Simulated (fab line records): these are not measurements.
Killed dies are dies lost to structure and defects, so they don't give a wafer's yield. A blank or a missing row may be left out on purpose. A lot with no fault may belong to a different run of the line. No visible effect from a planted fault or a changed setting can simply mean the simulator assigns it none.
Problem report in the 8D (eight disciplines) form, filled by code / flow nand-harc / the parts of the form that need people (team, actions taken, sign-off) are left out

1. WHAT IS WRONG
Wafers without a fault read 1000 nm, standard deviation 7.8; thk-nm at NHARC_A_ONON_D1_THK_MEAS_05 reads a mean of 1434 nm on 6 wafers belonging to 2 lots. Relative to the usual mean, that is a shift of +56 standard deviations.
The step: measures by ellipsometry.
First observed at day 10 03:23: wafer L944.1, on film-metro-02. Wafers with a number at this step in the record: 39, from 13 lots. The rule behind "out" and "out of limits": a value lying over 4 standard deviations away from the usual mean. Any other wafer with a number is counted as sound.

2. WHAT IT IS; WHAT IT IS NOT
question=which readings at this step | is=thk-nm | is not=-
question=which lots | is=L944, L949 | is not=L935, L936, L937, L938, L939, L941, L951, L952, L955, L956, L958
question=which wafers of those lots | is=all that have a number | is not=-
question=read on which gauges | is=film-metro-01, film-metro-02 | is not=-
question=when | is=from day 10 03:23 | is not=up to then (18 sound wafers); but 15 sound wafers of L951, L952, L955, L956, L958 came after

3. THE SUSPECTS, EACH WITH WHAT RULES IT OUT
Counting: a tool at any process step up to the reading remains a suspect when it ran all the lots that are out and ran no sound lot after the first of those.
- ruled out: the gauge at NHARC_A_ONON_D1_THK_MEAS_05. 2 gauges (film-metro-01, film-metro-02) read the wafers that are out.
- rtp-anneal-01 at NHARC_P_BONDPAD_ANNEAL_28 (time 90 s): ruled out as a lasting fault. Following L944 (day 8 22:41), the first lot on it that is out, the sound lots L951, L952, L955, L956, L958 were run on it.
- pecvd-onon-02 at NHARC_A_ONON_D1_DEP_03 (target thk 1000 nm): kept. It ran every lot that is out, first L944 (day 10 02:52), and no sound lot after that; its last sound lot up to then is L939 (day 8 14:27).
The count leaves pecvd-onon-02 at NHARC_A_ONON_D1_DEP_03.

4. THE CAUSE (what the simulator had put in)
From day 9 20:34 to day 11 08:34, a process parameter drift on pecvd-onon-02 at NHARC_A_ONON_D1_DEP_03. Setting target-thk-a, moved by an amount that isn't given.
This tool alone remained once counting was done.

5. SEQUENCE OF EFFECTS, ordered by route
Each row: a reading whose mean over the struck wafers that have a number lies more than 3 standard deviations from the usual. Only readings whose record carries a usual standard deviation are examined. hours: median over the lots of the time between each lot's start at the first step of this table that gives one and its start at this step. sigmas: the change, counted in usual standard deviations.
hours=0; step=NHARC_A_ONON_D1_THK_MEAS_05; reading=thk-nm; usual=1000 nm; on struck wafers=1434; change=+434; sigmas=+56
hours=277; step=NHARC_END_SORT_01; reading=killed-at-array; usual=25; on struck wafers=674; change=+649; sigmas=+71
hours=277; step=NHARC_END_SORT_01; reading=killed-dies; usual=30; on struck wafers=677; change=+647; sigmas=+67

6. HOW IT WOULD HAVE BEEN CAUGHT EARLIER
Counted from the fault's start at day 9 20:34, it took 7 hours until the first out-of-limits reading at a measuring or inspecting step in this record, taken at day 10 03:23.
Of the tool readings at NHARC_A_ONON_D1_DEP_03 for which the record gives a usual standard deviation, none was out on any struck wafer, so an alarm limit of 4 standard deviations on them would not have fired.
Among the 2 lots that are out, L949 began NHARC_A_ONON_D1_DEP_03 on pecvd-onon-02 after day 10 03:23. Holding the tool at that time would have saved it.
